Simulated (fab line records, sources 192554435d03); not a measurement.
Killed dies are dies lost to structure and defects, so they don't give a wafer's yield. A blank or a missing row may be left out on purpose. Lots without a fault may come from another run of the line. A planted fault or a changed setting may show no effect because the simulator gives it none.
A struck lot beside a sound one | flow n5_finfet | 34 steps out of a route of 1938
Sound: wafers L130.1, L130.3, L130.6. Struck: wafer L139.4. (L139.1, L139.6 of the same lot were not struck and are left out.) The cause comes at the end.
At each step with rows: each side's tool, then ch and its chambers, then its first start. Under that, the readings that differ: sound wafers | struck wafers | difference of the means | sigmas: that difference in standard deviations of wafers without a fault.
alike: readings whose means differ by less than 2 such deviations, and words and numbers that are the same on both sides. not compared: withheld readings, readings that some wafer has no value for, bounds like >300 that may hide the same value, and numbers for which the record gives no deviation and whose values overlap.
The two part at a step that has a row with sigmas, a row that says differs or no value, or rows on one side only. Numbers that don't overlap but have no deviation are shown without sigmas and don't part them. A reading that every wafer of one side lacks parts them only if that side has two wafers or more.

first, 10 steps without rows for these wafers: N5_BEOL_M7_TRENCH_ETCH_37 (etches SiCOH lowk in C4F6/O2, target depth 93.478 nm, time 31.2 s); N5_BEOL_M7_ETCH_41 (etches SiCN in CH3F/O2, target depth 31.9 nm, time 57.8 s); N5_BEOL_M7_STRIP_80 (strips in N2/H2, time 10 s); N5_BEOL_M7_HM_STRIP_39 (strips TiN in peroxide tin strip, target depth 25 nm, time 158 s); N5_BEOL_M7_SRD_40 (time 30 s); N5_BEOL_M7_PRECLEAN_42 (cleans in residue remover, time 60 s); N5_BEOL_M7_SRD_43 (time 30 s); N5_BEOL_M7_CURE_75 (cures SiCOH lowk, time 120 s); N5_BEOL_M7_DEGAS_44 (time 60 s); N5_BEOL_M7_PRE_CLEAN_45 (time 30 s).
N5_BEOL_M7_ALD_77: deposits TaN, target thk 2 nm, pulse time 2 s, purge time 3 s.
  sound on ald_metal-04 ch 0,2,3, day 10 15:37; struck on ald_metal-04 ch 3, day 12 18:35
  reading                                 | sound    | struck | difference | sigmas
  ald_cycles                              | 40 40 40 | 58     | +18        |
  model.TaN_of_BEOL_M7_ALD_77.thk_nm (nm) | 2 2 2    | 3      | +1         |
  alike: heater_power_w
then, 22 steps without rows for these wafers: N5_BEOL_M7_SURFACE_TREAT_79; N5_BEOL_M7_CVD_78 (deposits Co from CCTBA/H2, target thk 2 nm, time 142.3 s); N5_BEOL_M7_SPUTTER_48 (material Cu, target thk 10 nm, time 1.667 s); N5_BEOL_M7_ECD_50 (material Cu, target thk 300 nm); N5_BEOL_M7_ANNEAL_51 (time 90 s); N5_BEOL_M7_CMP_52 (polishes, stops on SiCOH lowk, t overpolish 6.9 s, target thk 80 nm); N5_BEOL_M7_PRE_CLEAN_55 (time 15 s); N5_BEOL_M7_DEP_56 (deposits SiCN from 3MS/NH3, target thk 10 nm, time 17.5 s); N5_BEOL_M8_ILD_DEP_00 (deposits SiCOH lowk from DEMS/porogen, target thk 179.75 nm, time 33.4 s); N5_BEOL_M8_CURE_74 (cures SiCOH lowk, time 240 s); N5_BEOL_M8_PECVD_70 (deposits SiO2 from TEOS/O2, target thk 20 nm, time 22.7 s); N5_BEOL_M8_HM_DEP_02 (deposits TiN, target thk 20 nm); N5_BEOL_M8_COAT_59 (time 60 s, resist thk 100 nm); N5_BEOL_M8_COAT_60 (time 60 s, resist thk 35 nm); N5_BEOL_M8_COAT_05 (resist thk 90 nm); N5_BEOL_M8_EBR_07; N5_BEOL_M8_SOFTBAKE_06 (time 60 s); N5_BEOL_M8_EXPOSE_08 (exposes mask M8); N5_BEOL_M8_PEB_09 (peb time 60 s); N5_BEOL_M8_DEVELOP_10 (develop time 30 s); N5_BEOL_M8_DESCUM_16 (chemistry O2, time 7.9 s); N5_BEOL_M8_ETCH_61 (etches SiARC in CF4, target depth 45.5 nm, time 75.8 s).
-- the record jumps here: 3 days lie between the struck wafers' starts before and after (it left off in module BEOL_M8 and takes up again in module BEOL_M15, whose first step shown is number 1830 of the route) --
N5_BEOL_M15_RC_MEAS_101:
  sound on prober-01 ch 0, day 12 23:10; struck on prober-01 ch 0, day 15 14:02
  reading                   | sound                   | struck  | difference | sigmas
  COMB_M13 (S/m)            | 9.2e-12 4.1e-12 6.2e-12 | 4.2e-12 | -2.3e-12   | -2
  SERP_M12 (ohm/um)         | 0.651 0.642 0.643       | 0.605   | -0.040     | -3
  SERP_M7 (ohm/um)          | 14.2 14.1 13.7          | 15.9    | +1.9       | +4
  SERP_M7_max_site (ohm/um) | 14.6 14.5 14.6          | 16.4    | +1.8       | +3
  alike: COMB_M10, COMB_M11, COMB_M12, COMB_M14, COMB_M15, COMB_M5, COMB_M6, COMB_M7, COMB_M8, COMB_M9, COMB_M9_max_site, SERP_M10, SERP_M11, SERP_M13, SERP_M14, SERP_M5, SERP_M6, SERP_M8, SERP_M9

WHERE THEY PART
Only at N5_BEOL_M15_RC_MEAS_101, within this record.

WHY: what the simulator had put in
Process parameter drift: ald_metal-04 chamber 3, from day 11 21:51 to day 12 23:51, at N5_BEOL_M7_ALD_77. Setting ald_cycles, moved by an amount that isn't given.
